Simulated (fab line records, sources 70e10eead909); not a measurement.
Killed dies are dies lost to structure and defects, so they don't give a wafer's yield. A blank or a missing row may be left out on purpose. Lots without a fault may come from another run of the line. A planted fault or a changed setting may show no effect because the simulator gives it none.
Problem report in the 8D (eight disciplines) form, filled by code | flow nand_harc | the parts of the form that need people (team, actions taken, sign-off) are left out

1. THE PROBLEM
heater_power_total_W at NHARC_A_SGD_CUT_SOFTBAKE_04 reads a mean of 244.56 W on 2 wafers of 2 lots; wafers without a fault read 188.45 W with a standard deviation of 0.13. That is +99 or more standard deviations from the usual mean.
The step: time 55 s.
First seen on wafer L984.4, day 22 22:00, on litho_track-06. The record holds 37 wafers of 13 lots with a number at this step. Rule for "out", or "out of limits": more than 4 standard deviations from the usual mean. The other wafers with a number count as sound.

2. WHAT IT IS AND WHAT IT IS NOT
question                    | is                   | is not
which readings at this step | heater_power_total_W | -
which lots                  | L984, L988           | L975, L976, L977, L978, L979, L989, L992, L993, L994, L996, L997
which wafers of those lots  | L984.4, L988.4       | L984.3, L988.3
read on which tools         | litho_track-06       | litho_track-01, litho_track-04
when                        | from day 22 22:00    | up to then (16 sound wafers); but 19 sound wafers of L988, L989, L992, L993, L994, L996, L997 came after

3. SUSPECTS, AND WHAT RULES EACH OUT
Counting: a tool at a process step up to the reading stays a suspect if it ran every lot that is out. Sound lots after the first of them don't rule it out here, since some wafers of a struck lot are sound.
- cmp-01 at NHARC_A_STAIRCASE_CMP_450 (polishes SiO2, target thk 200 nm): kept. It ran every lot that is out, first L984 (day 22 20:44); its last sound lot up to then is L979 (day 20 12:59).
- rie_diel-07 at NHARC_A_STAIRCASE_ETCHBACK_422 (etches the open film in CH3F/O2, target depth 40 nm, time 74.286 s): kept. It ran every lot that is out, first L984 (day 22 21:16); its last sound lot up to then is L975 (day 20 00:07).
- litho_track-06 at NHARC_A_SGD_CUT_SOFTBAKE_04 (time 55 s): kept. It ran every lot that is out, first L984 (day 22 22:00); its last sound lot up to then is L979 (day 20 15:00). Its own readings are out on those wafers: heater_power_total_W.
Left after counting: cmp-01 at NHARC_A_STAIRCASE_CMP_450, rie_diel-07 at NHARC_A_STAIRCASE_ETCHBACK_422, litho_track-06 at NHARC_A_SGD_CUT_SOFTBAKE_04.

4. THE CAUSE (what the simulator had put in)
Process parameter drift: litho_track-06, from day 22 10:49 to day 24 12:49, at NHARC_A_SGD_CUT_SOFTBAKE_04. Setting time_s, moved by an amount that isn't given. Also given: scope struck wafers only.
Counting left 3 suspects, and this tool is among them.

5. THE CHAIN OF EFFECTS, in route order
Each row: a reading whose mean over the struck wafers that have a number lies more than 3 standard deviations from the usual. Only readings for which the record gives a usual standard deviation are gone through. hours: the time from each lot's start at the first step in this table that gives one to its start at this step, as a median over the lots. sigmas: the change in usual standard deviations.
hours | step                        | reading              | usual    | on struck wafers | change | sigmas
0     | NHARC_A_SGD_CUT_SOFTBAKE_04 | heater_power_total_W | 188.45 W | 244.56           | +56.12 | +99 or more
The process steps in it:
- NHARC_A_SGD_CUT_SOFTBAKE_04: time 55 s.

6. WHAT WOULD HAVE CAUGHT IT SOONER
In this record the first reading out of limits was taken at day 22 22:00, 11 hours after the fault began at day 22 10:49.
